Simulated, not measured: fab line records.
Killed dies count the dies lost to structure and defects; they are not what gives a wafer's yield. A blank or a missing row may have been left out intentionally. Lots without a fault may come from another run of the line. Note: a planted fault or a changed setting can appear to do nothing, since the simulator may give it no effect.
fab line records    flow nand_harc
record lots=24  wafers=72  last_day=33
route steps=1302 shown P_GATE@174 P_CONTACT@218 P_M1@302 P_M2@329
lots that met no fault: from a run of the same line without faults
start_h: the number of hours between the record's first day and the start of the first shown wafer of the lot    wait_h: hours elapsed since this lot's preceding step    " as in the row above    L1.1+2: a row that stands for several wafers    - no value, or no start given    * or withheld: withheld    < > ~ a bound
route shown NAME@n: names a module that has steps shown in the file, with the first one's number in the route    usual: mean/standard deviation of fault-free wafers    same: alike in all rows    chamber/n: place in a boat    sites: the reading at each site    _std_site: their standard deviation    _edge_site: the outer-site mean with the inner-site mean subtracted    radius_mm: for every site, how far away it sits from the centre of the wafer    mask NAME#n: copy n    behind: the last tool/chamber to shape the wafer    hold: why the lot was held/for how many hours/how that ended    device: whichever transistor did not switch (one of n, p or np)    end of line: the same wafers' tests at the end of the route    step lacking rows: just its recipe    killed: not the wafer's yield, but the dies lost to structure and defects at the first sort    map: a wafer's dies, marking killed ones x, the rest . and places with no die _
set.NAME: the setting that was run; set.NAME@STEP: the one run at that earlier step    model.NAME: the simulator's own value behind a step, which no gauge read
steps of the route over a sample of lots; a table a step, a row a wafer
services: a tool's chamber out of use, with start hour (start_h, from the record's first day; less than 0 if before it), hours out, and reason
## steps
# step NHARC_P_GATE_STRIP_111
# recipe power_w=1500  temp_c=110  time_s=250  chemistry=N2/H2
# usual drypump_motor_current_A=5.8/0.4  heater_power_w=84/6
lot.wafer  tool             chamber  start_h  wait_h  drypump_motor_current_A  heater_power_w  rf_hours_counter_h
L074.2     plasma_asher-01  0        112.25   0.2     5.2                      86              24
L074.3     "                0        "        "       5.2                      84              -
L074.5     "                0        "        "       5.2                      89              -
L075.2     plasma_asher-02  0        123.21   0.2     5.8                      91              8
L075.3     "                1        "        "       6.1                      82              -
L075.5     "                1        "        "       6.2                      83              -
L076.3     plasma_asher-02  0        125.27   0.3     5.8                      89              -
L076.6     "                1        "        "       6.2                      84              -
L076.5     "                0        "        "       5.9                      92              -
L077.2     plasma_asher-01  1        147.41   0.2     6.2                      79              29
L077.4     "                0        "        "       5.2                      86              -
L077.6     "                0        "        "       5.2                      86              -
L078.4     plasma_asher-02  1        149.52   0.2     6.1                      84              -
L078.3     "                0        "        "       5.8                      92              -
L078.5     "                0        "        "       5.8                      93              -
L079.2     plasma_asher-01  0        160.89   0.2     5.2                      85              32
L079.5     "                1        "        "       6.2                      78              -
L079.6     "                0        "        "       5.2                      86              -
L080.3     plasma_asher-02  0        166.30   0.2     5.8                      91              -
L080.4     "                1        "        "       6.2                      83              -
L080.6     "                0        "        "       5.8                      90              -
L081.2     plasma_asher-02  1        181.93   0.2     6.2                      82              21
L081.4     "                0        "        "       5.8                      92              -
L081.6     "                0        "        "       5.8                      90              -
L082.2     plasma_asher-02  0        189.27   0.2     5.8                      91              23
L082.4     "                0        "        "       5.8                      91              -
L082.5     "                0        "        "       5.8                      93              -
L084.4     plasma_asher-02  0        205.96   0.2     5.8                      92              -
L084.3     "                1        "        "       6.2                      82              -
L084.6     "                1        "        "       6.1                      84              -
L083.2     plasma_asher-02  1        206.85   0.2     6.1                      82              27
L083.4     "                0        "        "       5.8                      91              -
L083.3     "                1        "        "       6.1                      83              -
L085.2     plasma_asher-01  1        217.87   0.2     6.2                      74              8
L085.3     "                1        "        "       6.2                      74              -
L085.5     "                1        "        "       6.2                      73              -
L086.4     plasma_asher-02  1        227.76   0.2     6.1                      80              -
L086.5     "                1        "        "       6.1                      82              -
L086.6     "                0        "        "       5.8                      91              -
L087.4     plasma_asher-01  0        255.93   0.2     5.2                      85              -
L087.3     "                1        "        "       6.2                      77              -
L087.6     "                0        "        "       5.2                      85              -
L088.2     plasma_asher-01  1        256.20   0.2     6.2                      75              15
L088.3     "                0        "        "       5.2                      84              -
L088.6     "                1        "        "       6.2                      73              -
L089.2     plasma_asher-01  1        257.96   0.4     6.1                      74              15
L089.4     "                0        "        "       5.2                      85              -
L089.3     "                1        "        "       6.2                      75              -
L090.4     plasma_asher-01  0        269.30   0.3     5.2                      85              -
L090.6     "                1        "        "       6.2                      74              -
L090.5     "                0        "        "       5.2                      83              -
L091.3     plasma_asher-01  1        281.32   0.2     6.1                      74              -
L091.4     "                0        "        "       5.2                      83              -
L091.5     "                1        "        "       6.2                      75              -
L092.3     plasma_asher-01  1        286.22   0.2     6.2                      75              -
L092.4     "                0        "        "       5.2                      83              -
L092.5     "                0        "        "       5.2                      84              -
L093.1     plasma_asher-01  1        297.08   0.2     6.2                      77              25
L093.6     "                0        "        "       5.2                      88              -
L093.5     "                1        "        "       6.2                      74              -
L094.1     plasma_asher-01  0        302.31   0.2     5.2                      82              27
L094.3     "                0        "        "       5.2                      84              -
L094.6     "                1        "        "       6.2                      73              -
L095.1     plasma_asher-02  1        320.57   0.2     6.1                      86              12
L095.4     "                0        "        "       5.8                      92              -
L095.5     "                1        "        "       6.1                      88              -
L096.2     plasma_asher-02  1        328.55   0.2     6.1                      85              13
L096.4     "                0        "        "       5.8                      91              -
L096.5     "                0        "        "       5.8                      91              -
L097.1     plasma_asher-02  1        337.42   0.3     6.1                      87              16
L097.3     "                0        "        "       5.8                      92              -
L097.5     "                0        "        "       5.8                      90              -
# step NHARC_P_CONTACT_DEP_00
# recipe target_thk_a=5000  temp_c=400  pressure_torr=6.5  rf_w=900  teos_flow_sccm=161.4  flow_sccm=2650  target_thk_nm=500  gas=O2  material=SiO2
# usual chamber_pressure_Torr=6.500/0.013  heater_power_w=636/110  mfc_precursor_sccm=161.3/0.5  susceptor_temp_C=400.02/0.22  throttle_valve_pct=16.2/0.49
lot.wafer  tool      chamber  start_h  wait_h  chamber_pressure_Torr  heater_power_w  mfc_precursor_sccm  since_wet_clean_h  susceptor_temp_C  throttle_valve_pct
L074.3     pecvd-01  1        -        -       6.497                  642             161.4               157                399.86            16.1
L074.2     "         2        "        "       6.510                  696             161.6               157                399.92            16.0
L074.5     "         1        "        "       6.482                  509             161.0               -                  400.07            15.8
L075.2     pecvd-02  2        -        -       6.488                  572             161.3               71                 399.69            15.9
L075.3     "         1        "        "       6.511                  686             161.2               71                 399.99            16.5
L075.5     "         0        "        "       6.509                  780             160.7               -                  400.04            16.9
L076.3     pecvd-04  0        -        -       6.502                  499             162.1               30                 399.97            16.0
L076.5     "         0        "        "       6.492                  536             161.5               -                  399.98            16.2
L076.6     "         1        "        "       6.475                  664             162.3               -                  399.97            16.0
L077.2     pecvd-02  0        -        -       6.490                  813             161.4               95                 400.07            17.0
L077.4     "         1        "        "       6.488                  747             161.5               -                  400.23            17.0
L077.6     "         2        "        "       6.486                  522             161.3               -                  400.14            16.1
L078.3     pecvd-01  2        -        -       6.496                  602             161.9               13                 399.60            15.5
L078.5     "         2        "        "       6.501                  625             161.4               -                  399.92            15.6
L078.4     "         1        "        "       6.495                  597             161.3               -                  399.90            15.9
L079.2     pecvd-04  0        -        -       6.491                  587             161.8               66                 400.23            16.1
L079.6     "         1        "        "       6.507                  599             160.4               -                  400.29            16.1
L079.5     "         0        "        "       6.515                  595             161.5               -                  400.28            16.1
L080.3     pecvd-02  0        -        -       6.489                  810             161.2               114                400.40            16.9
L080.6     "         2        "        "       6.497                  581             162.0               -                  400.00            16.1
L080.4     "         0        "        "       6.527                  822             161.2               -                  400.22            17.1
L081.2     pecvd-02  1        -        -       6.509                  784             160.5               129                399.88            16.8
L081.6     "         1        "        "       6.514                  621             161.0               -                  399.68            17.1
L081.4     "         2        "        "       6.507                  534             161.3               -                  399.76            16.1
L082.2     pecvd-04  1        -        -       6.505                  581             161.4               94                 400.04            16.1
L082.5     "         0        "        "       6.486                  583             161.6               -                  400.10            16.0
L082.4     "         1        "        "       6.497                  623             161.0               -                  400.23            16.1
L084.3     pecvd-04  0        -        -       6.506                  494             161.4               111                400.03            16.1
L084.4     "         1        "        "       6.500                  604             161.4               -                  400.03            15.9
L084.6     "         0        "        "       6.489                  533             161.2               -                  399.96            15.9
L083.3     pecvd-02  1        -        -       6.497                  780             160.9               154                399.86            17.0
L083.2     "         0        "        "       6.534                  830             161.5               154                399.84            17.1
L083.4     "         1        "        "       6.505                  788             162.1               -                  400.08            17.0
L085.3     pecvd-02  0        -        -       6.476                  787             161.1               165                400.27            17.1
L085.2     "         2        "        "       6.517                  536             160.9               165                399.78            16.0
L085.5     "         2        "        "       6.490                  556             161.5               -                  399.98            16.2
L086.6     pecvd-01  0        -        -       6.506                  533             162.6               -                  400.00            15.7
L086.4     "         1        "        "       6.507                  585             161.7               -                  400.25            16.0
L086.5     "         2        "        "       6.517                  694             161.3               -                  400.18            15.9
L087.3     pecvd-01  0        -        -       6.503                  599             161.2               119                399.87            15.7
L087.6     "         0        "        "       6.504                  583             161.4               -                  399.66            15.8
L087.4     "         1        "        "       6.501                  625             159.9               -                  400.13            16.4
L088.3     pecvd-02  0        -        -       6.474                  659             160.7               23                 400.09            16.5
L088.2     "         1        "        "       6.502                  687             161.1               23                 399.78            16.6
L088.6     "         2        "        "       6.488                  556             162.1               -                  400.23            15.9
L089.3     pecvd-02  2        -        -       6.493                  492             161.3               25                 400.51            15.8
L089.2     "         0        "        "       6.475                  699             160.5               25                 400.32            17.0
L089.4     "         0        "        "       6.491                  708             160.0               -                  400.03            16.8
L090.4     pecvd-02  2        -        -       6.502                  557             161.4               -                  400.01            15.8
L090.5     "         0        "        "       6.512                  715             161.3               -                  400.24            17.0
L090.6     "         1        "        "       6.507                  665             160.4               -                  400.03            16.8
L091.3     pecvd-01  2        -        -       6.494                  565             161.7               145                400.22            16.4
L091.5     "         2        "        "       6.496                  592             162.1               -                  399.98            16.2
L091.4     "         0        "        "       6.515                  439             160.9               -                  399.85            15.7
L092.3     pecvd-02  2        -        -       6.504                  490             162.1               53                 399.77            15.5
L092.4     "         0        "        "       6.505                  716             160.8               -                  399.98            16.9
L092.5     "         1        "        "       6.509                  656             161.1               -                  399.83            16.6
L093.1     pecvd-04  1        -        -       6.496                  618             160.9               21                 400.15            16.4
L093.5     "         0        "        "       6.512                  506             161.7               -                  399.98            16.2
L093.6     "         1        "        "       6.505                  647             161.2               -                  400.25            16.4
L094.3     pecvd-04  1        -        -       6.489                  671             161.6               26                 399.97            16.3
L094.1     "         0        "        "       6.496                  528             161.1               27                 399.85            16.1
L094.6     "         2        "        "       6.500                  881             162.3               -                  399.47            15.4
L095.1     pecvd-01  2        -        -       6.525                  647             161.7               2                  399.96            15.8
L095.4     "         2        "        "       6.488                  657             161.8               -                  399.80            15.9
L095.5     "         0        "        "       6.481                  553             161.8               -                  400.44            15.8
L096.2     pecvd-04  0        -        -       6.498                  462             161.3               53                 400.18            15.9
L096.5     "         0        "        "       6.505                  498             161.6               -                  400.35            15.7
L096.4     "         1        "        "       6.499                  592             161.6               -                  399.74            16.3
L097.3     pecvd-04  0        -        -       6.491                  474             161.5               61                 399.83            16.5
L097.1     "         1        "        "       6.501                  531             161.3               61                 400.07            16.3
L097.5     "         2        "        "       6.515                  844             161.2               -                  400.22            15.5
# step NHARC_P_CONTACT_INSPECT_14
# usual raw_defect_count=4.2/2.5
lot.wafer  tool               chamber  start_h  wait_h  raw_defect_count
L074.2     defect_inspect-01  -        119.87   0.0     2
L074.3     "                  -        "        "       5
L074.5     "                  -        "        "       3
L075.2     defect_inspect-02  -        130.99   0.0     1
L075.3     "                  -        "        "       9
L075.5     "                  -        "        "       5
L076.3     defect_inspect-01  -        132.90   0.0     1
L076.5     "                  -        "        "       3
L076.6     "                  -        "        "       3
L077.2     defect_inspect-01  -        155.27   0.0     3
L077.4     "                  -        "        "       2
L077.6     "                  -        "        "       0
L078.3     defect_inspect-02  -        157.07   0.0     5
L078.4     "                  -        "        "       8
L078.5     "                  -        "        "       4
L079.2     defect_inspect-02  -        168.61   0.0     4
L079.5     "                  -        "        "       9
L079.6     "                  -        "        "       5
L080.3     defect_inspect-02  -        173.96   0.0     6
L080.4     "                  -        "        "       2
L080.6     "                  -        "        "       5
L081.2     defect_inspect-02  -        189.67   0.0     7
L081.4     "                  -        "        "       5
L081.6     "                  -        "        "       10
L082.2     defect_inspect-01  -        196.86   0.0     7
L082.4     "                  -        "        "       5
L082.5     "                  -        "        "       7
L084.3     defect_inspect-02  -        213.64   0.0     7
L084.4     "                  -        "        "       4
L084.6     "                  -        "        "       1
L083.2     defect_inspect-02  -        214.53   0.0     3
L083.3     "                  -        "        "       1
L083.4     "                  -        "        "       5
L085.2     defect_inspect-01  -        225.42   0.1     3
L085.3     "                  -        "        "       6
L085.5     "                  -        "        "       9
L086.4     defect_inspect-02  -        235.25   0.0     1
L086.5     "                  -        "        "       3
L086.6     "                  -        "        "       1
L087.3     defect_inspect-01  -        263.41   0.0     0
L087.4     "                  -        "        "       7
L087.6     "                  -        "        "       1
L088.2     defect_inspect-01  -        264.31   0.0     3
L088.3     "                  -        "        "       3
L088.6     "                  -        "        "       3
L089.2     defect_inspect-02  -        265.98   0.0     5
L089.3     "                  -        "        "       2
L089.4     "                  -        "        "       11
L090.4     defect_inspect-01  -        276.77   0.0     3
L090.5     "                  -        "        "       4
L090.6     "                  -        "        "       0
L091.3     defect_inspect-01  -        289.03   0.0     2
L091.4     "                  -        "        "       4
L091.5     "                  -        "        "       2
L092.3     defect_inspect-01  -        293.89   0.0     6
L092.4     "                  -        "        "       3
L092.5     "                  -        "        "       5
L093.1     defect_inspect-01  -        304.79   0.0     1
L093.5     "                  -        "        "       2
L093.6     "                  -        "        "       2
L094.1     defect_inspect-02  -        310.02   0.0     4
L094.3     "                  -        "        "       4
L094.6     "                  -        "        "       3
L095.1     defect_inspect-02  -        328.33   0.0     5
L095.4     "                  -        "        "       7
L095.5     "                  -        "        "       8
L096.2     defect_inspect-02  -        336.12   0.0     4
L096.4     "                  -        "        "       6
L096.5     "                  -        "        "       5
L097.1     defect_inspect-01  -        344.99   0.0     4
L097.3     "                  -        "        "       10
L097.5     "                  -        "        "       5
# step NHARC_P_M1_STRIP_18
# recipe power_w=1000  n2_flow_sccm=150  h2_flow_sccm=150  ar_flow_sccm=0  bias_w=0  chemistry=N2/H2
# usual drypump_motor_current_A=5.7/0.39  oes_product_au=0.995/0.009  rf_vpp_V=90.4/0.99  showerhead_plenum_p_Torr=1.99/0.085  throttle_valve_pct=14.172/0.0098
lot.wafer  tool         chamber  start_h  wait_h  drypump_motor_current_A  oes_product_au  rf_hours_counter_h  rf_vpp_V  showerhead_plenum_p_Torr  throttle_valve_pct
L074.2     rie_diel-03  0        128.68   0.1     5.4                      1.000           2                   90.0      1.89                      14.166
L074.3     "            2        "        "       5.5                      1.004           1                   90.6      1.98                      14.172
L074.5     "            1        "        "       5.4                      0.993           -                   91.9      2.18                      14.178
L075.3     rie_diel-03  2        139.68   0.1     5.6                      1.003           2                   90.0      1.98                      14.172
L075.2     "            3        "        "       6.4                      0.992           2                   90.6      2.10                      14.154
L075.5     "            3        "        "       6.4                      0.994           -                   90.5      2.10                      14.171
L076.3     rie_diel-03  2        142.28   0.1     5.6                      1.003           2                   90.7      1.98                      14.167
L076.5     "            2        "        "       5.6                      1.003           -                   90.1      1.98                      14.166
L076.6     "            3        "        "       6.4                      0.988           -                   90.4      2.10                      14.148
L077.2     rie_diel-03  2        164.55   0.1     5.5                      0.993           4                   89.5      1.98                      14.176
L077.4     "            0        "        "       5.4                      0.995           5                   90.3      1.89                      14.177
L077.6     "            2        "        "       5.5                      0.999           -                   88.6      1.98                      14.184
L078.4     rie_diel-03  2        165.80   0.1     5.6                      0.997           4                   90.8      1.98                      14.170
L078.3     "            3        "        "       6.5                      0.986           5                   91.3      2.10                      14.172
L078.5     "            2        "        "       5.5                      1.008           -                   92.3      1.98                      14.169
L079.2     rie_diel-12  3        177.19   0.1     5.6                      0.998           4                   90.3      2.03                      14.181
L079.5     "            2        "        "       5.6                      0.980           -                   89.8      1.92                      14.174
L079.6     "            3        "        "       5.6                      0.992           -                   89.5      2.03                      14.158
L080.3     rie_diel-12  2        182.50   0.1     5.6                      0.995           4                   90.9      1.92                      14.173
L080.6     "            2        "        "       5.6                      0.988           -                   88.2      1.92                      14.162
L080.4     "            1        "        "       5.6                      0.988           -                   90.8      1.90                      14.168
L081.4     rie_diel-07  2        198.62   0.1     5.7                      0.982           22                  90.1      1.92                      14.180
L081.2     "            1        "        "       6.3                      0.990           20                  91.6      2.07                      14.156
L081.6     "            3        "        "       6.1                      1.006           -                   90.5      2.03                      14.169
L082.2     rie_diel-12  2        205.47   0.1     5.6                      0.994           5                   89.9      1.92                      14.184
L082.4     "            0        "        "       6.1                      1.011           7                   89.6      1.99                      14.168
L082.5     "            1        "        "       5.6                      0.998           -                   89.4      1.90                      14.171
L084.4     rie_diel-03  3        222.36   0.1     6.4                      0.979           9                   90.7      2.09                      14.160
L084.3     "            2        "        "       5.5                      0.995           9                   88.1      1.98                      14.188
L084.6     "            3        "        "       6.4                      0.985           -                   91.0      2.09                      14.174
L083.3     rie_diel-03  2        223.19   0.1     5.5                      1.001           9                   88.7      1.98                      14.157
L083.2     "            3        "        "       6.4                      0.985           9                   90.0      2.09                      14.166
L083.4     "            0        "        "       5.4                      1.000           10                  90.1      1.89                      14.173
L085.3     rie_diel-03  0        234.43   0.1     5.4                      1.001           11                  90.0      1.89                      14.176
L085.2     "            2        "        "       5.6                      0.988           10                  89.2      1.98                      14.169
L085.5     "            3        "        "       6.4                      0.981           -                   91.9      2.09                      14.179
L086.4     rie_diel-12  2        244.42   0.1     5.6                      0.994           8                   90.7      1.92                      14.184
L086.5     "            2        "        "       5.6                      0.987           -                   89.9      1.92                      14.177
L086.6     "            3        "        "       5.6                      1.007           -                   90.3      2.03                      14.172
L087.3     rie_diel-07  1        272.69   0.1     6.3                      0.993           45                  90.2      2.06                      14.156
L087.4     "            0        "        "       5.1                      1.004           46                  90.1      2.01                      14.176
L087.6     "            1        "        "       6.3                      0.986           -                   91.3      2.06                      14.157
L088.2     rie_diel-03  1        273.10   0.1     5.4                      0.990           13                  90.3      2.18                      14.180
L088.3     "            3        "        "       6.4                      0.973           14                  91.1      2.09                      14.167
L088.6     "            2        "        "       5.5                      0.992           -                   89.2      1.98                      14.172
L089.3     rie_diel-07  1        274.78   0.1     6.3                      0.995           46                  91.4      2.06                      14.183
L089.4     "            2        "        "       5.7                      0.984           45                  89.7      1.92                      14.177
L089.2     "            3        "        "       6.0                      1.016           43                  89.2      2.02                      14.188
L090.4     rie_diel-12  1        285.34   0.1     5.6                      1.013           1                   91.2      1.90                      14.169
L090.6     "            1        "        "       5.6                      1.012           -                   88.4      1.90                      14.164
L090.5     "            2        "        "       5.6                      0.991           -                   90.4      1.92                      14.179
L091.3     rie_diel-12  3        297.78   0.1     5.6                      0.989           2                   90.6      2.03                      14.166
L091.4     "            0        "        "       6.1                      0.996           2                   88.4      1.99                      14.161
L091.5     "            1        "        "       5.6                      1.016           -                   89.9      1.90                      14.175
L092.4     rie_diel-12  1        302.85   0.1     5.6                      0.999           3                   89.9      1.90                      14.172
L092.3     "            2        "        "       5.6                      0.981           3                   90.7      1.92                      14.179
L092.5     "            0        "        "       6.2                      0.991           -                   90.7      1.99                      14.178
L093.1     rie_diel-03  3        313.56   0.1     6.4                      0.991           2                   90.9      2.09                      14.183
L093.5     "            2        "        "       5.5                      0.988           -                   90.0      1.97                      14.167
L093.6     "            3        "        "       6.4                      0.977           -                   90.0      2.09                      14.166
L094.3     rie_diel-03  2        318.54   0.1     5.5                      0.996           2                   89.8      1.97                      14.169
L094.1     "            3        "        "       6.4                      1.000           2                   90.9      2.09                      14.178
L094.6     "            3        "        "       6.4                      0.985           -                   91.8      2.09                      14.176
L095.1     rie_diel-12  0        337.14   0.1     6.2                      1.004           6                   89.8      1.99                      14.193
L095.4     "            1        "        "       5.6                      1.001           5                   90.4      1.90                      14.163
L095.5     "            0        "        "       6.1                      1.003           -                   91.1      1.99                      14.184
L096.4     rie_diel-07  3        344.87   0.1     6.0                      1.005           17                  90.3      2.01                      14.168
L096.2     "            1        "        "       6.3                      0.993           15                  92.0      2.05                      14.173
L096.5     "            0        "        "       5.1                      1.002           -                   92.6      2.00                      14.174
L097.1     rie_diel-12  2        354.04   0.1     5.6                      0.979           6                   89.9      1.92                      14.159
L097.3     "            3        "        "       5.6                      0.998           7                   90.9      2.03                      14.184
L097.5     "            3        "        "       5.6                      1.003           -                   90.7      2.03                      14.183
# step NHARC_P_M1_DEGAS_29
# recipe temp_c=250  time_s=60
# usual heater_power_w=335/34  susceptor_temp_C=250.01/0.18
lot.wafer  tool            chamber  start_h  wait_h  heater_power_w  susceptor_temp_C
L074.2     pvd_sputter-03  -        129.33   -       330             250.27
L074.3     "               -        "        "       340             250.24
L074.5     "               -        "        "       411             250.01
L075.3     pvd_sputter-02  -        140.35   -       325             249.79
L075.2     "               -        "        "       282             250.01
L075.5     "               -        "        "       342             249.83
L076.3     pvd_sputter-03  -        142.96   -       346             249.80
L076.6     "               -        "        "       316             249.65
L076.5     "               -        "        "       341             249.56
L077.4     pvd_sputter-03  -        165.20   -       332             250.10
L077.2     "               -        "        "       323             250.12
L077.6     "               -        "        "       409             249.97
L078.3     pvd_sputter-03  -        166.45   -       414             250.30
L078.4     "               -        "        "       320             249.67
L078.5     "               -        "        "       345             249.83
L079.2     pvd_sputter-02  -        177.82   -       285             249.91
L079.5     "               -        "        "       338             250.11
L079.6     "               -        "        "       352             250.15
L080.4     pvd_sputter-02  -        183.20   -       334             250.05
L080.3     "               -        "        "       319             249.88
L080.6     "               -        "        "       326             249.99
L081.4     pvd_sputter-03  -        199.26   -       384             249.84
L081.2     "               -        "        "       344             250.11
L081.6     "               -        "        "       352             250.44
L082.4     pvd_sputter-01  -        206.08   -       369             250.26
L082.2     "               -        "        "       308             250.09
L082.5     "               -        "        "       310             250.05
L084.4     pvd_sputter-03  -        223.02   -       313             249.72
L084.3     "               -        "        "       351             249.93
L084.6     "               -        "        "       342             249.81
L083.4     pvd_sputter-03  -        223.83   -       396             250.06
L083.3     "               -        "        "       338             250.24
L083.2     "               -        "        "       359             250.01
L085.2     pvd_sputter-03  -        235.05   -       315             249.89
L085.3     "               -        "        "       352             250.00
L085.5     "               -        "        "       346             250.03
L086.4     pvd_sputter-01  -        245.09   -       308             249.90
L086.5     "               -        "        "       302             249.95
L086.6     "               -        "        "       313             249.76
L087.3     pvd_sputter-02  -        273.34   -       282             249.74
L087.4     "               -        "        "       305             249.95
L087.6     "               -        "        "       278             249.79
L088.3     pvd_sputter-01  -        273.79   -       310             250.14
L088.2     "               -        "        "       303             250.14
L088.6     "               -        "        "       307             250.07
L089.2     pvd_sputter-03  -        275.45   -       340             -
L089.4     "               -        "        "       314             -
L089.3     "               -        "        "       390             -
L090.4     pvd_sputter-01  -        286.00   -       306             250.26
L090.6     "               -        "        "       388             249.97
L090.5     "               -        "        "       308             249.89
L091.4     pvd_sputter-01  -        298.37   -       302             250.05
L091.3     "               -        "        "       385             250.23
L091.5     "               -        "        "       301             249.85
L092.4     pvd_sputter-02  -        303.48   -       316             250.35
L092.3     "               -        "        "       271             249.91
L092.5     "               -        "        "       335             250.03
L093.1     pvd_sputter-01  -        314.23   -       310             250.06
L093.5     "               -        "        "       327             250.09
L093.6     "               -        "        "       389             249.93
L094.3     pvd_sputter-01  -        319.18   -       321             -
L094.1     "               -        "        "       322             -
L094.6     "               -        "        "       317             -
L095.4     pvd_sputter-03  -        337.78   -       314             250.01
L095.1     "               -        "        "       360             249.89
L095.5     "               -        "        "       357             249.95
L096.2     pvd_sputter-02  -        345.52   -       322             250.00
L096.4     "               -        "        "       328             249.94
L096.5     "               -        "        "       312             249.58
L097.3     pvd_sputter-01  -        354.70   -       298             249.96
L097.1     "               -        "        "       317             249.98
L097.5     "               -        "        "       301             250.29
# step NHARC_P_M2_OVL_MEAS_10
# recipe pitch_nm=340
# usual overlay_x_nm=-0.2/0.9  overlay_y_nm=0.0/0.87
lot.wafer  tool        chamber  start_h  wait_h  overlay_x_nm  overlay_y_nm
L074.2     overlay-02  -        132.42   -       0.4           -0.3
L074.3     "           -        "        "       -0.1          0.2
L074.5     "           -        "        "       -0.1          -0.4
L075.2     overlay-02  -        143.40   -       1.2           -1.0
L075.3     "           -        "        "       0.9           -0.9
L075.5     "           -        "        "       1.0           -0.6
L076.3     overlay-02  -        145.89   -       -0.3          0.0
L076.5     "           -        "        "       -0.9          -0.5
L076.6     "           -        "        "       -0.9          -0.4
L077.2     overlay-01  -        169.10   -       -1.5          1.7
L077.4     "           -        "        "       -1.5          2.0
L077.6     "           -        "        "       -1.7          1.5
L078.3     overlay-02  -        169.84   -       -0.7          -1.1
L078.4     "           -        "        "       -0.5          -1.0
L078.5     "           -        "        "       -1.1          -0.7
L079.2     overlay-01  -        180.71   -       -1.1          -0.2
L079.5     "           -        "        "       -0.4          -0.4
L079.6     "           -        "        "       -0.5          -0.1
L080.3     overlay-02  -        186.20   -       -1.1          0.7
L080.4     "           -        "        "       -1.2          1.1
L080.6     "           -        "        "       -1.4          0.5
L081.2     overlay-01  -        202.30   -       -1.0          0.7
L081.4     "           -        "        "       -0.9          0.3
L081.6     "           -        "        "       -0.7          0.1
L082.2     overlay-02  -        209.14   -       1.7           0.3
L082.4     "           -        "        "       1.2           0.1
L082.5     "           -        "        "       1.6           0.7
L084.3     overlay-02  -        226.05   -       -0.1          0.4
L084.4     "           -        "        "       0.3           1.2
L084.6     "           -        "        "       0.0           0.7
L083.2     overlay-01  -        226.89   -       0.1           1.4
L083.3     "           -        "        "       0.1           2.0
L083.4     "           -        "        "       0.5           1.7
L085.2     overlay-02  -        238.10   -       -0.1          -0.8
L085.3     "           -        "        "       0.0           -0.5
L085.5     "           -        "        "       0.0           -0.6
L086.4     overlay-01  -        248.11   -       1.5           0.1
L086.5     "           -        "        "       1.1           0.1
L086.6     "           -        "        "       1.2           0.8
L087.3     overlay-02  -        276.29   -       -1.2          -0.1
L087.4     "           -        "        "       -1.1          0.5
L087.6     "           -        "        "       -1.3          -0.3
L088.2     overlay-02  -        276.82   -       0.2           -1.4
L088.3     "           -        "        "       -0.1          -2.1
L088.6     "           -        "        "       -0.2          -1.9
L089.2     overlay-01  -        278.50   -       -1.3          0.8
L089.3     "           -        "        "       -1.3          0.6
L089.4     "           -        "        "       -1.6          0.8
L090.4     overlay-02  -        289.04   -       -0.6          0.5
L090.5     "           -        "        "       -0.1          0.6
L090.6     "           -        "        "       0.1           0.2
L091.3     overlay-02  -        301.34   -       -0.2          -1.0
L091.4     "           -        "        "       0.0           -0.9
L091.5     "           -        "        "       0.2           -0.5
L092.3     overlay-02  -        306.52   -       0.0           -0.6
L092.4     "           -        "        "       0.7           -1.3
L092.5     "           -        "        "       0.7           -1.0
L093.1     overlay-02  -        317.18   -       -0.6          -1.1
L093.5     "           -        "        "       -0.1          -0.4
L093.6     "           -        "        "       -0.9          0.0
L094.1     overlay-02  -        322.24   -       0.3           -0.7
L094.3     "           -        "        "       0.3           -0.4
L094.6     "           -        "        "       0.8           -0.3
L095.1     overlay-02  -        341.02   -       0.8           0.8
L095.4     "           -        "        "       1.1           0.4
L095.5     "           -        "        "       1.0           0.6
L096.2     overlay-01  -        348.55   -       -0.7          -0.2
L096.4     "           -        "        "       -0.4          -0.2
L096.5     "           -        "        "       -0.9          0.6
L097.1     overlay-01  -        357.73   -       -1.1          0.7
L097.3     "           -        "        "       -1.0          0.4
L097.5     "           -        "        "       -1.1          0.6
## services
tool             chamber  start_h  hours  kind
rie_diel-12      -        91.40    9.0    pm
rie_diel-03      -        104.30   9.0    pm
rie_diel-03      1        137.50   13.3   repair
plasma_asher-01  -        166.15   9.0    pm
pvd_sputter-03   -        170.00   10.0   pm
pecvd-04         -        170.94   0.5    repair
rie_diel-12      2        177.44   4.0    repair
rie_diel-12      3        178.27   6.6    repair
pvd_sputter-01   -        225.24   3.9    repair
pecvd-02         -        227.00   13.0   pm
plasma_asher-01  -        227.55   1.3    repair
pvd_sputter-01   -        229.17   10.0   pm
plasma_asher-02  -        249.21   9.0    pm
pvd_sputter-01   -        253.70   4.3    repair
rie_diel-12      1        253.92   16.9   repair
rie_diel-12      -        268.40   9.0    pm
rie_diel-03      -        281.44   9.0    pm
pecvd-02         -        288.22   0.7    repair
pecvd-02         0        293.24   2.4    repair
rie_diel-03      -        303.67   5.1    repair
rie_diel-03      3        327.46   13.9   repair
plasma_asher-01  -        343.15   9.0    pm
pvd_sputter-03   -        348.00   10.0   pm
pecvd-02         -        353.08   0.7    repair
## key
fault none
